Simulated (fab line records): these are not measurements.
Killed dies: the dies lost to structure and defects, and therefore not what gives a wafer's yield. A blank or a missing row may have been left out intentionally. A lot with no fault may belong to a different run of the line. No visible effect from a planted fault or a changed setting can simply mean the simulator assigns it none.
The tool behind it: which one?    flow n5_finfet    Sampling: 24 lots, 72 wafers, 2 of 1938 route steps

## WHAT EACH GAUGE READ, for each wafer
N5_BEOL_M2_THK_MEAS_53: measures by xrf. Usual: M2_THK typically reads 39.8 nm, with standard deviation 1.7.
lot   measured      on             M2_THK (nm)     flag
L074  day 6 21:19   film_metro-02  41.8 39.3 39.9  
L075  day 7 11:42   film_metro-01  39.5 38.0 39.0  
L076  day 8 08:06   film_metro-01  41.3 43.0 41.0  
L077  day 8 08:46   film_metro-02  40.7 39.7 39.2  
L078  day 8 09:58   film_metro-01  35.4 37.3 37.1  
L079  day 8 11:26   film_metro-01  40.3 38.1 37.2  
L080  day 8 20:00   film_metro-01  40.1 40.1 39.3  
L081  day 8 21:36   film_metro-01  39.8 41.0 40.1  
L082  day 9 10:21   film_metro-02  36.9 39.0 39.1  
L083  day 9 10:35   film_metro-01  36.8 37.7 40.1  
L084  day 9 13:31   film_metro-02  40.3 39.0 41.7  
L085  day 9 19:31   film_metro-01  37.3 38.8 38.9  
L086  day 10 10:38  film_metro-02  41.9 42.0 39.4  
L087  day 10 12:31  film_metro-02  39.0 40.3 40.2  
L089  day 10 22:26  film_metro-01  39.8 39.8 42.2  
L088  day 11 09:46  film_metro-02  36.9 37.6 39.6  
L091  day 11 10:00  film_metro-02  38.4 40.4 39.4  
L090  day 11 13:49  film_metro-02  40.5 39.3 39.7  
L092  day 11 16:04  film_metro-02  39.6 38.3 39.2  
L093  day 11 22:00  film_metro-02  42.2 41.0 42.0  
L094  day 12 10:03  film_metro-01  38.9 39.8 38.1  
L095  day 12 13:46  film_metro-01  39.5 42.6 39.4  
L096  day 12 17:45  film_metro-02  39.1 41.1 40.2  
L097  day 12 22:08  film_metro-02  38.8 40.5 42.1  

## WHICH TOOL RAN EACH LOT (tool, then ch and the chambers of the sampled wafers, then the start)
lot   N5_BEOL_M2_SPUTTER_79
L074  pvd_sputter-03, day 6 15:13
L075  pvd_sputter-02, day 7 08:55
L076  pvd_sputter-03, day 7 21:07
L077  pvd_sputter-01, day 7 21:44
L078  pvd_sputter-02, day 8 01:21
L079  pvd_sputter-03, day 8 02:48
L080  pvd_sputter-02, day 8 14:25
L081  pvd_sputter-02, day 8 18:19
L082  pvd_sputter-02, day 9 08:00
L083  pvd_sputter-03, day 9 08:10
L084  pvd_sputter-02, day 9 11:11
L085  pvd_sputter-03, day 9 17:11
L086  pvd_sputter-02, day 10 08:19
L087  pvd_sputter-02, day 10 10:11
L089  pvd_sputter-01, day 10 20:02
L088  pvd_sputter-02, day 11 07:24
L091  pvd_sputter-01, day 11 07:34
L090  pvd_sputter-03, day 11 11:20
L092  pvd_sputter-03, day 11 13:10
L093  pvd_sputter-03, day 11 19:40
L094  pvd_sputter-01, day 12 07:44
L095  pvd_sputter-01, day 12 11:26
L096  pvd_sputter-01, day 12 15:26
L097  pvd_sputter-03, day 12 19:48
- N5_BEOL_M2_SPUTTER_79: material Cu, target thk 4.5 nm, time 8.29 s.

## AS READ BY THE TOOLS THEMSELVES (means over the sampled wafers that have a number; for cases with no such wafer, the mark the record gives instead)
N5_BEOL_M2_SPUTTER_79. Usual: 30.4 % for throttle_valve_pct, sd 1.3.
lot   tool            throttle_valve_pct (%)  flag
L074  pvd_sputter-03  29.0                    
L075  pvd_sputter-02  30.2                    
L076  pvd_sputter-03  29.8                    
L077  pvd_sputter-01  29.1                    
L078  pvd_sputter-02  30.5                    
L079  pvd_sputter-03  30.0                    
L080  pvd_sputter-02  30.1                    
L081  pvd_sputter-02  30.1                    
L082  pvd_sputter-02  29.6                    
L083  pvd_sputter-03  30.7                    
L084  pvd_sputter-02  30.1                    
L085  pvd_sputter-03  30.6                    
L086  pvd_sputter-02  30.0                    
L087  pvd_sputter-02  30.6                    
L089  pvd_sputter-01  31.3                    
L088  pvd_sputter-02  30.2                    
L091  pvd_sputter-01  31.3                    
L090  pvd_sputter-03  29.9                    
L092  pvd_sputter-03  29.8                    
L093  pvd_sputter-03  31.0                    
L094  pvd_sputter-01  31.2                    
L095  pvd_sputter-01  30.6                    
L096  pvd_sputter-01  31.2                    
L097  pvd_sputter-03  29.9                    

## THE ANSWER, worked out from the rows above alone
Rule: a lot is off if the mean of its wafers that have a number lies more than 3 standard deviations from the usual mean. A lot without any number at a reading at which 4 lots or more have one is off too. The other lots that the step has rows for count as sound. Order of review: gauges by route order, followed by the tools' own readings, for which a lot's mean as printed above is used. At the first step where some lot is off, the reading lying furthest off is the one used; lots without a number count as furthest.
No lot is off on any of the readings shown, so nothing can be concluded from this.

## WHAT THE SIMULATOR HAD INSERTED
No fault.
